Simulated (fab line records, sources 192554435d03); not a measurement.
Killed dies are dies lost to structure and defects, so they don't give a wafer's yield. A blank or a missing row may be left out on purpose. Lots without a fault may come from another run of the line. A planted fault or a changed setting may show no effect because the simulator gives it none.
fab line records | flow n5_finfet
record lots=6 wafers=18 last_day=17
route steps=1938 shown WELL_APT@45 PMOS_HMC_CHANNEL_EPI@57 BEOL_M4@1111 PASSIVATION@1936
lots that met no fault: from a run of the same line without faults
start_h: hours from the record's first day to the start of the lot's first wafer shown | wait_h: hours since the lot's step before | " the same as in the row above | L1.1+2: a row that stands for several wafers | - no value, or no start given | * or withheld: withheld | < > ~ a bound
route shown NAME@n: a module of which the file shows steps, and the number in the route of the first | usual: mean/standard deviation of fault-free wafers | same: alike in all rows | chamber/n: place in a boat | sites: the reading at each site | _std_site: their standard deviation | _edge_site: outer sites' mean less inner sites' | radius_mm: how far each site lies from the wafer's centre | mask NAME#n: copy n | behind: the tool/chamber that last shaped the wafer | hold: why the lot was held/for how many hours/how that ended | device: the transistor (n, p or np) that didn't switch | end of line: the same wafers' tests at the end of the route | a step without rows: its recipe alone | killed: dies lost to structure and defects at the first sort, not the wafer's yield | map: a wafer's dies, x killed, . not, _ none there
set.NAME: the setting as run; set.NAME@STEP: as run at that earlier step | model.NAME: the simulator's own value behind a step, which no gauge read
lots at some steps of the route; a table a step, a row a wafer
services: from which hour (start_h, from the record's first day; less than 0 if before it) a tool's chamber was out of use, for how many hours, and why
## steps
# step N5_WELL_APT_INSPECT_27
# recipe mode=adi inspect_instrument=macro
# usual raw_defect_count=2.1/1.5
# columns lot.wafer tool chamber start_h wait_h raw_defect_count
L155.2 defect_inspect-01 - 45.07 0.0 2
L155.3 " - " " 6
L155.5 " - " " 1
L161.4 defect_inspect-01 - 80.99 0.0 2
L161.5 " - " " 0
L161.6 " - " " 1
L162.1 defect_inspect-02 - 87.22 0.0 5
L162.5 " - " " 2
L162.6 " - " " 0
L166.2 defect_inspect-02 - 110.75 0.0 3
L166.4 " - " " 1
L166.5 " - " " 1
L167.3 defect_inspect-02 - 116.86 0.0 1
L167.5 " - " " 0
L167.6 " - " " 0
L168.4 defect_inspect-01 - 123.07 0.0 3
L168.5 " - " " 4
L168.6 " - " " 1
# step N5_WELL_APT_DESCUM_30
# recipe chemistry=O2 time_s=7.9 source_power_w=50 bias_power_w=20 pressure_mtorr=20 rf_frequency_hz=2.712e+07 temp_c=40 o2_flow_sccm=225
# usual drypump_motor_current_A=5.8/0.4 oes_product_au=0.76/0.058 rf_vpp_V=243.1/1.3 showerhead_plenum_p_Torr=2.10/0.069 throttle_valve_pct=20.57/0.27
# columns lot.wafer tool chamber start_h wait_h drypump_motor_current_A oes_product_au rf_hours_counter_h rf_vpp_V showerhead_plenum_p_Torr throttle_valve_pct
L155.2 rie_diel-02 0 45.10 0.0 5.3 0.78 146 242.7 2.10 20.75
L155.3 " 3 " " 5.9 0.67 244 242.3 2.07 20.92
L155.5 " 1 " " 5.9 0.78 - 242.3 2.02 20.28
L161.4 rie_diel-05 2 81.47 0.5 5.9 0.74 171 243.1 2.09 20.38
L161.5 " 0 " " 6.3 0.79 - 242.9 2.02 20.46
L161.6 " 3 " " 5.6 0.71 - 243.0 2.16 20.29
L162.1 rie_diel-02 1 87.46 0.2 5.8 0.77 108 241.4 2.01 20.30
L162.5 " 2 " " 5.7 0.83 - 245.0 2.13 20.44
L162.6 " 0 " " 5.3 0.77 - 243.0 2.09 20.79
L166.2 rie_diel-01 0 110.79 0.0 6.3 0.68 213 240.8 1.99 20.85
L166.4 " 1 " " 6.5 0.69 232 244.5 2.17 20.28
L166.5 " 0 " " 6.2 0.69 - 239.9 1.99 20.85
L167.3 rie_diel-01 0 117.13 0.3 6.3 0.69 216 242.7 1.99 20.86
L167.5 " 3 " " 5.8 0.77 - 243.0 2.08 20.40
L167.6 " 0 " " 6.3 0.69 - 242.3 1.99 20.86
L168.4 rie_diel-05 3 123.10 0.0 5.7 0.69 211 243.6 2.16 20.32
L168.5 " 3 " " 5.6 0.70 - 244.9 2.16 20.30
L168.6 " 2 " " 5.9 0.73 - 244.9 2.08 20.38
# step N5_WELL_APT_IMPLANT_31
# recipe species=B energy_kev=60 dose_cm2=1.5e+13 tilt_deg=0 rotation_deg=0
# step N5_WELL_APT_IMPLANT_32
# recipe species=BF2 energy_kev=50 dose_cm2=2e+13 tilt_deg=0 rotation_deg=0
# step N5_WELL_APT_STRIP_33
# recipe chemistry=SPM time_s=900 temp_c=130 h2so4_h2o2_vol_ratio=4 dry=ipa_marangoni
# step N5_WELL_APT_RTA_34
# recipe temp_c=1000 time_s=10 ambient=N2 idle_temp_c=600 ramp_up_c_per_s=150 ramp_down_c_per_s=60 cool_to_c=600
# usual lamp_power_pct=13.00/0.056 wafer_temp_C_max=1003.5/1.1
# columns lot.wafer tool chamber start_h wait_h lamp_power_pct wafer_temp_C_max
L155.2 rtp_anneal-02 0 45.92 0.1 13.00 1002.3
L155.3 " 0 " " 12.88 1002.5
L155.5 " 0 " " 12.98 1003.5
L161.4 rtp_anneal-01 0 82.29 0.1 13.01 1005.0
L161.5 " 0 " " 13.04 1004.8
L161.6 " 0 " " 12.98 1001.9
L162.1 rtp_anneal-01 0 88.22 0.0 13.02 1004.3
L162.5 " 0 " " 13.13 1002.1
L162.6 " 0 " " 13.02 1002.9
L166.2 rtp_anneal-02 0 111.57 0.0 12.97 1003.7
L166.4 " 0 " " 13.08 1003.5
L166.5 " 0 " " 12.94 1003.4
L167.3 rtp_anneal-01 0 118.02 0.1 13.07 1006.7
L167.5 " 0 " " 13.03 1004.8
L167.6 " 0 " " 13.07 1002.7
L168.4 rtp_anneal-02 0 124.02 0.2 12.94 1003.1
L168.5 " 0 " " 12.99 1003.7
L168.6 " 0 " " 12.98 1004.6
# step N5_WELL_APT_OXIDE_STRIP_42
# recipe chemistry=dHF dilution=25:1 time_s=45 temp_c=25 target=SiO2 target_depth_a=120
# step N5_WELL_APT_PRECLEAN_36
# recipe chemistry=O3/DIW time_s=45 temp_c=22 o3_ppm=10
# step N5_WELL_APT_PRECLEAN_39
# recipe chemistry=dHF time_s=60 dilution=150:1 temp_c=25
# step N5_WELL_APT_SRD_37
# recipe dry=ipa_marangoni do_ppb=5 time_s=30 temp_c=23 rinse_liquid=diw
# step N5_WELL_APT_EPI_41
# recipe material=Si target_thk_a=500 temp_c=650 precursor=SiH4/H2 pressure_torr=20 time_s=297.7
# usual throttle_valve_pct=11.39/0.14
# columns lot.wafer tool chamber start_h wait_h throttle_valve_pct
L155.2 epi_rpcvd-01 0 46.24 0.1 11.45
L155.3 " 0 " " 11.35
L155.5 " 0 " " 11.40
L161.4 epi_rpcvd-04 0 83.00 0.6 11.47
L161.5 " 0 " " 11.60
L161.6 " 0 " " 11.36
L162.1 epi_rpcvd-01 0 88.46 0.0 11.55
L162.5 " 0 " " 11.46
L162.6 " 0 " " 11.44
L166.2 epi_rpcvd-01 0 111.89 0.1 11.46
L166.4 " 0 " " 11.29
L166.5 " 0 " " 11.88
L167.3 epi_rpcvd-04 0 118.48 0.3 11.55
L167.5 " 0 " " 11.44
L167.6 " 0 " " 11.30
L168.4 epi_rpcvd-01 0 124.51 0.3 11.32
L168.5 " 0 " " 11.24
L168.6 " 0 " " 11.34
# step N5_WELL_APT_INSPECT_38
# recipe inspect_instrument=darkfield mode=post_epi
# usual raw_defect_count=13/4.5
# columns lot.wafer tool chamber start_h wait_h raw_defect_count
L155.2 defect_inspect-02 - 46.78 0.4 12
L155.3 " - " " 20
L155.5 " - " " 14
L161.4 defect_inspect-01 - 83.57 0.4 10
L161.5 " - " " 8
L161.6 " - " " 21
L162.1 defect_inspect-01 - 89.10 0.5 16
L162.5 " - " " 16
L162.6 " - " " 9
L166.2 defect_inspect-02 - 112.42 0.4 9
L166.4 " - " " 10
L166.5 " - " " 16
L167.3 defect_inspect-01 - 119.05 0.4 7
L167.5 " - " " 12
L167.6 " - " " 14
L168.4 defect_inspect-01 - 124.84 0.2 14
L168.5 " - " " 12
L168.6 " - " " 11
# step N5_PMOS_HMC_CHANNEL_EPI_HM_DEP_34
# recipe material=SiO2 target_thk_a=360 temp_c=400 precursor=TEOS/O2 pressure_torr=6.5 rf_w=900 teos_flow_sccm=161.4 gas=O2 flow_sccm=2650 time_s=6.9
# usual heater_power_w=564/120 showerhead_plenum_p_Torr=8.320/0.028 throttle_valve_pct=19.1/1.8
# columns lot.wafer tool chamber start_h wait_h heater_power_w showerhead_plenum_p_Torr since_wet_clean_h throttle_valve_pct model.SiO2_of_PMOS_HMC_CHANNEL_EPI_HM_DEP_34.thk_nm
L155.2 pecvd-03 1 46.81 0.0 430 8.268 1657 19.3 36.13
L155.3 " 2 " " 590 8.319 164 16.7 35.92
L155.5 " 0 " " 628 8.331 - 22.6 36.49
L161.4 pecvd-04 2 83.62 0.0 748 8.273 - 19.6 35.19
L161.5 " 0 " " 570 8.330 - 18.3 36.51
L161.6 " 1 " " 454 8.337 - 18.9 36.14
L162.1 pecvd-01 2 89.13 0.0 463 8.313 402 18.6 36.69
L162.5 " 0 " " 798 8.335 - 18.7 37.51
L162.6 " 1 " " 357 8.394 - 18.6 36.68
L166.2 pecvd-03 2 112.46 0.0 641 8.325 230 16.7 35.73
L166.4 " 2 " " 673 8.290 - 17.0 36.51
L166.5 " 0 " " 641 8.339 - 22.6 36.4
L167.3 pecvd-04 2 119.09 0.0 748 8.288 2092 19.4 35.29
L167.5 " 1 " " 452 8.355 - 18.7 36.4
L167.6 " 2 " " 737 8.292 - 19.5 39.1
L168.4 pecvd-04 1 124.89 0.0 455 8.368 - 18.8 39.63
L168.5 " 0 " " 549 8.352 - 18.6 36.75
L168.6 " 2 " " 704 8.291 - 19.4 39.33
# step N5_PMOS_HMC_CHANNEL_EPI_COAT_31
# recipe resist=BARC temp_c=205 time_s=60 spin_rpm=1500 resist_thk_nm=66
# step N5_PMOS_HMC_CHANNEL_EPI_COAT_03
# recipe resist=CAR-ArF-block spin_rpm=1500 resist_thk_nm=205
# step N5_PMOS_HMC_CHANNEL_EPI_EBR_05
# recipe solvent=PGMEA ebr_width_mm=1.5
# step N5_PMOS_HMC_CHANNEL_EPI_SOFTBAKE_04
# recipe temp_c=110 time_s=60 resist=CAR-ArF-block
# step N5_PMOS_HMC_CHANNEL_EPI_EXPOSE_06
# recipe mask_id=PMOS_HMC_BLK na=1.35 source_shape=conventional sigma_outer=0.8 polarization=unpolarized target_cd_nm=240 dose_mj=41
# step N5_PMOS_HMC_CHANNEL_EPI_PEB_07
# recipe peb_temp_c=110 peb_time_s=60 resist=CAR-ArF-block
# step N5_PMOS_HMC_CHANNEL_EPI_DEVELOP_08
# recipe develop_time_s=30 developer=TMAH resist=CAR-ArF-block dev_temp_c=23 rinse_liquid=diw dry=air_spin
# step N5_PMOS_HMC_CHANNEL_EPI_CD_MEAS_09
# recipe target_cd_nm=237.4 landing_energy_ev=500 detector=se_inlens
# usual cd_nm=236.7/1.2
# columns lot.wafer tool chamber start_h wait_h cd_nm
L155.2 cd_sem-02 0 47.22 - 235.1
L155.3 " 0 " " 234.9
L155.5 " 0 " " 236.3
L161.4 cd_sem-03 0 84.02 - 237.4
L161.5 " 0 " " 238.2
L161.6 " 0 " " 237.8
L162.1 cd_sem-01 0 89.54 - 237.4
L162.5 " 0 " " 238.5
L162.6 " 0 " " 238.8
L166.2 cd_sem-03 0 112.88 - 235.6
L166.4 " 0 " " 236.8
L166.5 " 0 " " 237.2
L167.3 cd_sem-03 0 119.49 - 237.6
L167.5 " 0 " " 237.1
L167.6 " 0 " " 235.8
L168.4 cd_sem-03 0 125.36 - 237.9
L168.5 " 0 " " 236.1
L168.6 " 0 " " 235.8
# step N5_PMOS_HMC_CHANNEL_EPI_OVL_MEAS_10
# recipe points_per_wafer=44
# usual PMOS_HMC_BLK_OVL=-0.3/0.68
# columns lot.wafer tool chamber start_h wait_h PMOS_HMC_BLK_OVL[nm]
L155.2 overlay-01 0 47.25 0.0 0.5
L155.3 " 0 " " 0.4
L155.5 " 0 " " -0.3
L161.4 overlay-01 0 84.04 0.0 -0.1
L161.5 " 0 " " -0.8
L161.6 " 0 " " -0.8
L162.1 overlay-01 0 89.57 0.0 -0.3
L162.5 " 0 " " 0.7
L162.6 " 0 " " -0.7
L166.2 overlay-02 0 112.91 0.0 0.4
L166.4 " 0 " " -0.2
L166.5 " 0 " " -0.5
L167.3 overlay-02 0 119.52 0.0 -0.6
L167.5 " 0 " " 0.5
L167.6 " 0 " " 0.3
L168.4 overlay-01 0 125.38 0.0 -0.5
L168.5 " 0 " " -0.8
L168.6 " 0 " " -0.9
# step N5_PMOS_HMC_CHANNEL_EPI_INSPECT_11
# recipe mode=adi inspect_instrument=macro
# usual raw_defect_count=2.1/1.4
# columns lot.wafer tool chamber start_h wait_h raw_defect_count
L155.2 defect_inspect-01 - 47.27 0.0 2
L155.3 " - " " 0
L155.5 " - " " 2
L161.4 defect_inspect-02 - 84.07 0.0 1
L161.5 " - " " 4
L161.6 " - " " 1
L162.1 defect_inspect-01 - 89.59 0.0 2
L162.5 " - " " 2
L162.6 " - " " 5
L166.2 defect_inspect-02 - 112.93 0.0 3
L166.4 " - " " 2
L166.5 " - " " 3
L167.3 defect_inspect-01 - 119.55 0.0 1
L167.5 " - " " 2
L167.6 " - " " 3
L168.4 defect_inspect-02 - 125.41 0.0 2
L168.5 " - " " 3
L168.6 " - " " 5
# step N5_PMOS_HMC_CHANNEL_EPI_DESCUM_14
# recipe chemistry=O2 time_s=7.9 source_power_w=50 bias_power_w=20 pressure_mtorr=20 rf_frequency_hz=2.712e+07 temp_c=40 resist=CAR-ArF-block o2_flow_sccm=225
# step N5_PMOS_HMC_CHANNEL_EPI_ETCH_32
# recipe chemistry=N2/H2 target=BARC stop_on=SiO2 target_depth_a=858 over_etch_frac=0.3 time_s=50.3 ion_energy_ev=200 mask_material=CAR-ArF-block pressure_mtorr=30 source_w=840 bias_w=150 n2_flow_sccm=200 h2_flow_sccm=200
# step N5_PMOS_HMC_CHANNEL_EPI_HM_OPEN_15
# recipe chemistry=CHF3/O2 target=SiO2 mask_material=CAR-ArF-block target_depth_a=406 CHF3_flow_sccm=50 O2_flow_sccm=5 Ar_flow_sccm=200 time_s=20.3 pressure_mtorr=30 source_w=650 bias_w=170 ion_energy_ev=200
# step N5_PMOS_HMC_CHANNEL_EPI_STRIP_33
# recipe chemistry=N2/H2 power_w=500 temp_c=40 pressure_mtorr=50 rf_frequency_hz=6e+07 overash_fraction=0.3 bias_power_w=8 h2_frac=0.5 n2_flow_sccm=300 h2_flow_sccm=300
# usual drypump_motor_current_A=5.6/0.42 oes_product_au=0.80/0.094 rf_vpp_V=54.3/1.5 showerhead_plenum_p_Torr=3.33/0.079 throttle_valve_pct=19.1/0.52
# columns lot.wafer tool chamber start_h wait_h drypump_motor_current_A oes_product_au rf_hours_counter_h rf_vpp_V showerhead_plenum_p_Torr throttle_valve_pct
L155.2 rie_diel-06 2 47.44 0.0 6.1 0.72 182 57.8 3.33 18.8
L155.3 " 3 " " 6.3 0.97 2 55.4 3.44 19.1
L155.5 " 1 " " 5.7 0.78 - 55.4 3.37 18.9
L161.4 rie_diel-03 1 84.30 0.0 5.4 0.69 248 55.5 3.16 19.3
L161.5 " 1 " " 5.4 0.69 - 53.5 3.16 19.3
L161.6 " 2 " " 5.3 0.67 - 55.5 3.34 18.8
L162.1 rie_diel-04 0 89.84 0.0 5.9 0.72 157 55.3 3.38 19.5
L162.5 " 3 " " 5.1 0.92 - 53.4 3.30 19.1
L162.6 " 0 " " 5.9 0.73 - 52.4 3.38 19.5
L166.2 rie_diel-03 3 113.10 0.0 6.4 0.93 26 55.0 3.47 20.3
L166.4 " 3 " " 6.4 0.92 - 54.0 3.47 20.3
L166.5 " 2 " " 5.3 0.67 - 52.5 3.34 18.8
L167.3 rie_diel-06 0 119.71 0.0 5.2 0.85 51 50.4 3.25 18.4
L167.5 " 2 " " 6.1 0.71 - 56.7 3.32 18.8
L167.6 " 3 " " 6.3 0.93 - 56.1 3.43 19.1
L168.4 rie_diel-06 2 125.59 0.0 6.1 0.71 - 51.7 3.32 18.8
L168.5 " 1 " " 5.7 0.77 - 55.0 3.36 19.0
L168.6 " 0 " " 5.2 0.86 - 54.9 3.25 18.4
# step N5_PMOS_HMC_CHANNEL_EPI_STRIP_17
# recipe chemistry=SPM time_s=750 temp_c=130 h2so4_h2o2_vol_ratio=4 dry=ipa_marangoni
# step N5_PMOS_HMC_CHANNEL_EPI_ETCH_38
# recipe chemistry=CF4 target=SiO2 target_depth_a=15 ion_energy_ev=350 pressure_mtorr=10 icp_w=800 bias_w=400 cf4_flow_sccm=80
# usual drypump_motor_current_A=5.8/0.48 oes_product_au=0.995/0.022 throttle_valve_pct=21.74/0.29
# columns lot.wafer tool chamber start_h wait_h drypump_motor_current_A oes_product_au rf_hours_counter_h throttle_valve_pct
L155.2 rie_si-04 1 47.74 0.0 6.1 0.955 71 21.62
L155.3 " 0 " " 6.4 1.003 166 21.99
L155.5 " 3 " " 5.5 0.996 - 21.33
L161.4 rie_si-04 3 84.61 0.0 5.5 0.996 91 21.33
L161.5 " 0 " " 6.3 0.999 - 21.98
L161.6 " 1 " " 6.1 0.957 - 21.62
L162.1 rie_si-04 1 90.14 0.0 6.1 0.966 71 21.64
L162.5 " 2 " " 5.4 0.994 - 22.02
L162.6 " 3 " " 5.5 1.004 - 21.32
L166.2 rie_si-02 3 113.42 0.0 6.6 0.987 121 21.75
L166.4 " 1 " " 5.3 1.015 35 21.99
L166.5 " 0 " " 5.5 1.033 - 21.50
L167.3 rie_si-03 2 120.01 0.0 6.1 1.017 82 22.44
L167.5 " 0 " " 6.4 0.998 - 21.81
L167.6 " 1 " " 5.8 1.020 - 21.56
L168.4 rie_si-03 0 125.87 0.0 6.4 0.998 42 21.81
L168.5 " 2 " " 6.1 1.012 - 22.43
L168.6 " 3 " " 5.0 0.969 - 21.68
# step N5_PMOS_HMC_CHANNEL_EPI_FIN_RECESS_16
# recipe chemistry=HBr/Cl2 target=Si mask_material=SiO2 target_depth_a=540 time_s=18 pressure_mtorr=10 icp_w=800 bias_w=75 HBr_flow_sccm=150 Cl2_flow_sccm=80
# step N5_PMOS_HMC_CHANNEL_EPI_PRECLEAN_36
# recipe chemistry=O3/DIW time_s=45 temp_c=22 o3_ppm=10
# step N5_PMOS_HMC_CHANNEL_EPI_PRECLEAN_18
# recipe chemistry=DHF time_s=30 temp_c=25 dilution=withheld
# columns lot.wafer tool chamber start_h wait_h model.SiO2_of_PMOS_HMC_CHANNEL_EPI_HM_DEP_34.thk_nm
L155.2 wet_bench-06 0 47.88 0.0 25.24
L155.3 " 6 " " 24.82
L155.5 " 1 " " 25.2
L161.4 wet_bench-06 4 84.74 0.0 23.64
L161.5 " 1 " " 25.25
L161.6 " 6 " " 25.12
L162.1 wet_bench-06 1 90.28 0.0 25.67
L162.5 " 4 " " 26.01
L162.6 " 0 " " 25.17
L166.2 wet_bench-06 0 113.55 0.0 24.61
L166.4 " 5 " " 25.16
L166.5 " 7 " " 25.11
L167.3 wet_bench-01 7 120.15 0.0 24.09
L167.5 " 5 " " 25.13
L167.6 " 4 " " 27.7
L168.4 wet_bench-06 7 126.02 0.0 28.39
L168.5 " 4 " " 25.57
L168.6 " 1 " " 28.48
# step N5_PMOS_HMC_CHANNEL_EPI_SRD_19
# recipe dry=ipa_marangoni do_ppb=5 time_s=30 temp_c=23 rinse_liquid=diw
# step N5_BEOL_M4_RC_MEAS_101
# usual DIBL_N=36.0/2.5 DIBL_P=36.2/3 IOFF_N=0.16/0.044 IOFF_P=0.21/0.049 ION_N=671/15 ION_P=461/8.7 SS_N=71.5/0.72 SS_P=73.4/0.9 VT_N=251/4.4 VT_P=-250/4
# columns lot.wafer tool chamber start_h wait_h DIBL_N[mV/V] DIBL_P[mV/V] IOFF_N[nA/um] IOFF_P[nA/um] ION_N[uA/um] ION_P[uA/um] SS_N[mV/dec] SS_P[mV/dec] VT_N[mV] VT_P[mV]
L155.2 prober-02 0 215.42 0.2 37.3 37.8 0.17 0.23 682 467 71.5 73.6 248 -250
L155.3 " 0 " " 35.3 35.8 0.13 0.19 675 467 71.4 73.0 250 -253
L155.5 " 0 " " 38.8 38.8 0.21 0.24 697 474 72.1 74.2 245 -247
L161.4 prober-02 0 252.35 0.5 35.2 34.6 0.13 0.18 665 453 71.1 72.8 252 -253
L161.5 " 0 " " 34.5 33.7 0.12 0.16 666 456 71.1 71.6 255 -253
L161.6 " 0 " " 35.7 34.2 0.14 0.16 659 451 71.3 72.6 253 -256
L162.1 prober-02 0 260.71 0.0 39.9 37.9 0.20 0.24 672 462 72.0 74.2 244 -251
L162.5 " 0 " " 34.0 31.6 0.10 0.15 673 464 71.2 72.5 256 -255
L162.6 " 0 " " 38.8 38.2 0.17 0.26 666 466 72.1 75.0 248 -248
L166.2 prober-02 0 271.16 0.2 38.9 40.4 0.23 0.28 701 476 72.3 73.8 245 -246
L166.4 " 0 " " 35.1 34.5 0.15 0.18 678 458 71.1 72.5 249 -253
L166.5 " 0 " " 36.7 37.4 0.17 0.22 692 468 72.2 73.7 250 -252
L168.4 prober-01 0 286.28 0.5 35.8 37.2 0.17 0.23 678 467 72.0 73.5 249 -246
L168.5 " 0 " " 35.5 35.5 0.18 0.22 682 469 71.5 73.4 249 -249
L168.6 " 0 " " 34.7 35.6 0.14 0.21 664 457 70.9 73.2 252 -249
L167.3 prober-02 0 301.99 0.3 41.1 42.8 0.24 0.33 691 469 72.4 75.3 242 -244
L167.5 " 0 " " 38.0 38.4 0.17 0.22 679 456 71.8 74.9 250 -254
L167.6 " 0 " " 41.0 42.0 0.23 0.31 688 471 72.8 74.7 244 -246
# step N5_PASSIVATION_PROBE_49
# usual defect_limited_yield=91.7/1.4 killed_at_M0_to_M3=31/11 killed_at_M4_up=13/4.6 killed_at_contacts=13/6.7 killed_at_front_end=39/9.6 killed_at_other=3.5/2.8 killed_dies=98/16 killed_open=64/11 killed_short=33/8.5 sort_bin_4_leakage=0.00/0.032 sort_bin_5_function=4.9/0.96 sort_bin_6_memory=3.1/0.59 sort_bin_8_speed=0.2/1.3 sort_n_pass=1080/23
# same gross_dies=1180 killed_at_back_side=0
# columns lot.wafer tool chamber start_h wait_h defect_limited_yield[%] killed_at_M0_to_M3 killed_at_M4_up killed_at_contacts killed_at_front_end killed_at_other killed_dies killed_open killed_short sort_bin_4_leakage[%] sort_bin_5_function[%] sort_bin_6_memory[%] sort_bin_8_speed[%] sort_n_pass
L155.2 prober-02 - 326.53 0.8 91.2 22 18 10 50 4 104 67 37 0 4.6 3.7 0 1076
L155.3 prober-02 - 326.58 0.9 92.5 29 11 2 46 0 88 53 34 0 4.2 2.9 0 1092
L155.5 prober-02 - 326.68 1.0 93.8 16 23 8 26 0 73 52 20 0 3.2 2.5 0 1107
L162.1 prober-01 - 362.21 0.0 91.5 30 11 21 33 5 100 66 34 0 5.1 3.2 0 1080
L162.5 prober-01 - 362.41 0.2 92.8 22 14 13 36 0 85 59 26 0 4.5 2.5 0 1095
L162.6 prober-01 - 362.46 0.3 93.1 24 9 17 31 0 81 58 23 0 4.2 2.4 0 1099
L168.4 prober-02 - 388.06 0.2 91.9 32 9 3 43 8 95 62 32 0 5.4 2.5 0 1085
L168.5 prober-02 - 388.11 0.2 92.4 32 9 12 33 4 90 64 26 0 4.2 3.3 0 1090
L168.6 prober-02 - 388.16 0.3 92.3 29 11 18 21 12 91 62 28 0 4.7 2.5 0 1089
L167.3 prober-01 - 409.37 0.1 89.6 43 14 12 52 2 123 79 43 0 5.9 4.2 0 1057
L167.5 prober-01 - 409.47 0.2 87.7 60 13 13 56 3 145 83 60 0 7.0 4.6 0 1035
L167.6 prober-01 - 409.52 0.3 87.6 76 9 9 46 6 146 85 61 0.08 8.0 3.8 0 1033
# killed by level:class
L155.2 STI_FIN_REVEAL:geometric_particle:open=18 MOL_CONTACT_COAG:geometric_particle:open=7 FIN_SAQP:geometric_particle:short=6 BEOL_M1:geometric_particle:open=6 FIN_SAQP:geometric_particle:open=4 BEOL_M0_SAQP:geometric_particle:open=4 BEOL_M4:geometric_particle:open=4 STARTING-WAFER:geometric_particle:short=4
L155.3 STI_FIN_REVEAL:geometric_particle:open=19 BEOL_M0_SAQP:geometric_particle:open=6 BEOL_M0:geometric_particle:short=5 STARTING-WAFER:geometric_particle:open=5 FIN_SAQP:geometric_particle:open=4 STI_FIN_REVEAL:geometric_particle:short=4 BEOL_M0_SAQP:geometric_particle:short=4 FIN_SAQP:geometric_particle:short=3
L155.5 BEOL_M4:geometric_particle:open=12 STI_FIN_REVEAL:geometric_particle:open=6 MOL_CONTACT_COAG:geometric_particle:open=6 BEOL_M5:geometric_particle:open=5 FIN_SAQP:geometric_particle:short=4 BEOL_M0:geometric_particle:open=4 STARTING-WAFER:geometric_particle:open=4 ILD0:geometric_particle:short=3
L162.1 MOL_CONTACT_COAG:geometric_particle:open=16 FIN_SAQP:geometric_particle:short=7 BEOL_M2:geometric_particle:open=7 STI_FIN_REVEAL:geometric_particle:open=6 BEOL_M0_SAQP:geometric_particle:open=6 BEOL_M0_SAQP:geometric_particle:short=6 FIN_SAQP:geometric_particle:open=5 MOL_CONTACT_COAG:geometric_particle:short=5
L162.5 MOL_CONTACT_COAG:geometric_particle:open=12 STI_FIN_REVEAL:geometric_particle:open=9 BEOL_M4:geometric_particle:open=8 BEOL_M0_SAQP:geometric_particle:short=8 BEOL_M2:geometric_particle:open=7 FIN_SAQP:geometric_particle:open=7 FIN_SAQP:geometric_particle:short=6 DUMMY_GATE:geometric_particle:open=4
L162.6 MOL_CONTACT_COAG:geometric_particle:open=16 BEOL_M2:geometric_particle:open=8 FIN_SAQP:geometric_particle:open=6 STI_FIN_REVEAL:geometric_particle:open=6 FIN_SAQP:geometric_particle:short=4 BEOL_M0_SAQP:geometric_particle:open=4 STARTING-WAFER:geometric_particle:short=3 BEOL_M8:geometric_particle:open=3
L168.4 FIN_SAQP:geometric_particle:open=12 BEOL_M0_SAQP:geometric_particle:short=10 BEOL_M3:geometric_particle:open=8 STI_FIN_REVEAL:geometric_particle:open=7 BEOL_M0_SAQP:geometric_particle:open=7 DUMMY_GATE:geometric_particle:open=5 BEOL_M4:geometric_particle:open=5 MIM_TOP:geometric_particle:short=5
L168.5 MOL_CONTACT_COAG:geometric_particle:open=11 STI_FIN_REVEAL:geometric_particle:open=10 BEOL_M3:geometric_particle:open=8 BEOL_M0_SAQP:geometric_particle:short=7 BEOL_M1:geometric_particle:open=7 BEOL_M0_SAQP:geometric_particle:open=5 FIN_SAQP:geometric_particle:short=4 FIN_SAQP:geometric_particle:open=4
L168.6 MOL_CONTACT_COAG:geometric_particle:open=15 FIN_SAQP:geometric_particle:open=7 BEOL_M0_SAQP:geometric_particle:open=6 BEOL_M0_SAQP:geometric_particle:short=6 BEOL_M2:geometric_particle:open=6 BEOL_M4:geometric_particle:open=5 BEOL_M2:geometric_particle:short=4 BEOL_M3:geometric_particle:open=4
L167.3 FIN_SAQP:geometric_particle:short=16 FIN_SAQP:geometric_particle:open=12 STI_FIN_REVEAL:geometric_particle:open=10 MOL_CONTACT_COAG:geometric_particle:open=10 BEOL_M0_SAQP:geometric_particle:open=9 BEOL_M3:geometric_particle:open=9 BEOL_M1:geometric_particle:open=8 BEOL_M2:geometric_particle:open=6
L167.5 BEOL_M0_SAQP:geometric_particle:open=19 BEOL_M0_SAQP:geometric_particle:short=16 STI_FIN_REVEAL:geometric_particle:open=11 GATE_CUT:geometric_particle:short=11 FIN_SAQP:geometric_particle:short=9 FIN_SAQP:geometric_particle:open=8 MOL_CONTACT_COAG:geometric_particle:open=7 MOL_CONTACT_COAG:geometric_particle:short=6
L167.6 BEOL_M0_SAQP:geometric_particle:open=22 BEOL_M0_SAQP:geometric_particle:short=17 FIN_SAQP:geometric_particle:open=12 FIN_SAQP:geometric_particle:short=11 BEOL_M2:geometric_particle:short=10 BEOL_M3:geometric_particle:open=9 MOL_CONTACT_COAG:geometric_particle:open=7 STI_FIN_REVEAL:geometric_particle:open=6
## services
# columns tool chamber start_h hours kind
rie_diel-06 3 26.09 - clean
rie_diel-06 3 26.09 - consumable_replace:focus_ring
rie_diel-06 3 26.09 14.9 scheduled_down
rie_diel-06 3 26.09 14.9 vent_cycle
pecvd-01 2 27.38 12.2 repair
pecvd-04 2 48.34 5.5 scheduled_down
pecvd-03 - 58.49 14.6 pm
wet_bench-06 - 59.52 1.9 pm
pecvd-04 1 64.67 5.5 scheduled_down
rie_diel-02 - 65.60 2.8 pm
rie_diel-01 3 70.89 5.6 repair
rie_diel-02 3 72.95 - clean
rie_diel-02 3 72.95 - consumable_replace:focus_ring
rie_diel-02 3 72.95 20.8 scheduled_down
rie_diel-02 3 72.95 20.8 vent_cycle
rie_si-04 - 86.33 0.3 repair
rie_diel-06 - 86.87 0.4 repair
rie_diel-03 1 94.69 - clean
pecvd-04 0 101.84 2.1 scheduled_down
pecvd-03 1 109.72 28.8 repair
pecvd-03 0 115.04 14.0 repair
pecvd-01 - 117.11 0.8 pm
pecvd-03 - 119.02 1.2 repair
rie_si-02 0 119.99 15.0 repair
## key
first_sign none at tools or gauges
model_effect step=N5_PMOS_HMC_CHANNEL_EPI_HM_DEP_34 value=SiO2_of_PMOS_HMC_CHANNEL_EPI_HM_DEP_34.thk_nm without=36.13 struck=39.35
model_effect step=N5_PMOS_HMC_CHANNEL_EPI_PRECLEAN_18 value=SiO2_of_PMOS_HMC_CHANNEL_EPI_HM_DEP_34.thk_nm without=24.97 struck=28.19
met_at N5_PMOS_HMC_CHANNEL_EPI_HM_DEP_34
struck_wafers L167.6,L168.4,L168.6
onset_between 83.62 119.09
fault kind=process_parameter_drift tool=pecvd-04 chamber=- onset_h=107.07 steps=N5_PMOS_HMC_CHANNEL_EPI_HM_DEP_34 channel=time_s offset=* shape=step end_h=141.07 scope=struck_wafers_only acts_in=* stated=*
